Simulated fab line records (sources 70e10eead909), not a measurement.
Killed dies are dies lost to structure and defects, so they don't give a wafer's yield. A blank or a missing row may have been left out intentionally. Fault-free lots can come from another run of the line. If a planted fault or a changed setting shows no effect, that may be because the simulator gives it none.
Chamber matching | flow nand-harc | NHARC_A_STAIRCASE_DESCUM_443 on rie-diel-04 has 4 sister chambers
The step chemistry O2, time 3 s. 4 wafers are shown with their chamber, then 8 later ones without.

WAFERS PAIRED WITH THEIR CHAMBERS
wafer  | chamber | showerhead-plenum-p-Torr (Torr)
L085.3 | 0       | 1.79
L084.2 | 3       | 1.98
L084.3 | 1       | 1.83
L089.3 | 2       | 1.86

WAFERS WITHOUT THEIR CHAMBER
wafer  | showerhead-plenum-p-Torr (Torr)
L089.4 | 1.83
L089.5 | 1.78
L088.1 | 1.98
L088.3 | 1.78
L088.6 | 1.98
L091.4 | 1.97
L091.5 | 1.85
L091.6 | 1.83

CHAMBER TAKEN BY EACH
wafer  | from the rows above     | in truth
L089.4 | 1                       | 1
L089.5 | 0                       | 0
L088.1 | 3                       | 3
L088.3 | 0                       | 0
L088.6 | 3                       | 3
L091.4 | 3                       | 3
L091.5 | can't be placed: 2 or 1 | 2
L091.6 | 1                       | 1
Correct placement for 7 of the 8. Can't be placed from these rows: 1 (the true chamber is among the candidates in 1). Placed wrongly: 0.
How it was worked out, from the rows above alone: a wafer's distance from a chamber is the root of the sum, over the readings, of the square of ((its reading less the chamber's mean) divided by the reading's scatter). The wafer belongs to the nearest chamber; if the next one is less than 2 further off, it can't be placed. The mean given for a chamber averages the wafers shown for that chamber. The scatter: with one shown wafer a chamber, the root of the mean of the squares of how far each hidden wafer lies from its nearest shown one.
